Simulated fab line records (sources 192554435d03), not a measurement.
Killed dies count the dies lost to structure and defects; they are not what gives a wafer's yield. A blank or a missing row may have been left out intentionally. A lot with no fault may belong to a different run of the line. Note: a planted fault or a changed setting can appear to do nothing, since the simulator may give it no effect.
Which tool was responsible?	flow n5-finfet	8 lots, 24 wafers sampled, at 5 steps of a route of 1938

== WHAT EACH GAUGE READ, for each wafer ==
N5_MOL_CONTACT_COAG_CD_MEAS_40 targets a cd of 25.1 nm.
lot	measured	on	cd-nm (nm)
L662	day 5 17:34	cd-sem-01	24.86 25.39 25.17
L668	day 6 19:39	cd-sem-03	24.64 24.83 24.39
L669	day 7 05:26	cd-sem-02	24.89 25.11 25.11
L671	day 7 17:43	cd-sem-03	25.35 24.85 25.28
L672	day 8 02:00	cd-sem-02	25.42 25.54 25.18
L673	day 8 06:47	cd-sem-02	25.06 24.88 25.17
L676	day 9 02:36	cd-sem-03	25.32 25.30 25.58
L683	day 10 16:42	cd-sem-01	19.83 17.58 11.04

== EACH LOT AND THE TOOL THAT RAN IT (in order: tool; ch and the chambers of the sampled wafers; start) ==
lot	N5_MOL_CONTACT_COAG_ETCH_90	N5_MOL_CONTACT_COAG_ETCHBACK_135	N5_MOL_CONTACT_COAG_ETCH_47	N5_MOL_CONTACT_COAG_EXPOSE_37
L662	rie-diel-03 ch 1,2, day 5 16:19	rie-diel-01 ch 2,3, day 5 16:43	rie-diel-01 ch 2,3, day 5 16:51	euv-scanner-02 ch 0, day 5 17:26
L668	rie-diel-01 ch 0,1,3, day 6 18:08	rie-diel-04 ch 0,1,2, day 6 18:50	rie-diel-04 ch 0,1,2, day 6 18:59	euv-scanner-01 ch 0, day 6 19:31
L669	rie-diel-04 ch 1,2,3, day 7 03:57	rie-diel-01 ch 0,1,3, day 7 04:44	rie-diel-01 ch 0,1,3, day 7 04:53	euv-scanner-01 ch 0, day 7 05:17
L671	rie-diel-03 ch 2,3, day 7 16:08	rie-diel-04 ch 0,1, day 7 16:55	rie-diel-04 ch 0,1, day 7 17:03	euv-scanner-02 ch 0, day 7 17:35
L672	rie-diel-03 ch 0,2,3, day 8 00:23	rie-diel-04 ch 0,1, day 8 01:19	rie-diel-04 ch 0,1, day 8 01:27	euv-scanner-02 ch 0, day 8 01:52
L673	rie-diel-04 ch 0,2, day 8 05:34	rie-diel-01 ch 1,2, day 8 05:58	rie-diel-01 ch 1,2, day 8 06:07	euv-scanner-01 ch 0, day 8 06:38
L676	rie-diel-03 ch 2,3, day 9 01:26	rie-diel-03 ch 0,2, day 9 01:55	rie-diel-03 ch 0,2, day 9 02:03	euv-scanner-02 ch 0, day 9 02:28
L683	rie-diel-03 ch 0,1,3, day 10 15:36	rie-diel-03 ch 1,2,3, day 10 16:01	rie-diel-03 ch 1,2,3, day 10 16:10	euv-scanner-01 ch 0, day 10 16:34
- N5_MOL_CONTACT_COAG_ETCH_90: etches SiARC in CF4, target depth 13 nm, time 21.7 s.
- N5_MOL_CONTACT_COAG_ETCHBACK_135: etches SiO2 in CHF3, target depth 25 nm, time 16.7 s.
- N5_MOL_CONTACT_COAG_ETCH_47: etches SiNx in CH3F/O2, stops on W, target depth 27 nm.
- N5_MOL_CONTACT_COAG_EXPOSE_37: exposes mask VD, defocus 0 nm.

== THE ANSWER, worked out from the rows above alone ==
Rule: what is usual is taken from the lots themselves. Put in order of their means at a reading, lots are off if they are a third of the lots or fewer, leave a main group of 4 or more, and stand apart from it by a gap of 3 or more times the standard deviation of the main group's means; of several such gaps the widest counts. A main group is skipped when, at the precision printed for the reading in the tables above, its means are all equal. A lot without any number at a reading at which 4 lots or more have one is off too. All remaining lots with rows at the step are treated as sound.
Off at N5_MOL_CONTACT_COAG_CD_MEAS_40 (cd-nm): L683. Mean 25.11 nm and standard deviation 0.24 in the main group.
A tool fits if, at a process step before that reading, it ran every lot that is off, and no sound lot after the first of them. Gauges at N5_MOL_CONTACT_COAG_CD_MEAS_40: tried the same way as those tools. Can't be told from this: 3 tools fit, rie-diel-03 at N5_MOL_CONTACT_COAG_ETCH_90 and N5_MOL_CONTACT_COAG_ETCHBACK_135 and N5_MOL_CONTACT_COAG_ETCH_47, euv-scanner-01 at N5_MOL_CONTACT_COAG_EXPOSE_37, cd-sem-01 at N5_MOL_CONTACT_COAG_CD_MEAS_40.

== WHAT THE SIMULATOR HAD PUT IN ==
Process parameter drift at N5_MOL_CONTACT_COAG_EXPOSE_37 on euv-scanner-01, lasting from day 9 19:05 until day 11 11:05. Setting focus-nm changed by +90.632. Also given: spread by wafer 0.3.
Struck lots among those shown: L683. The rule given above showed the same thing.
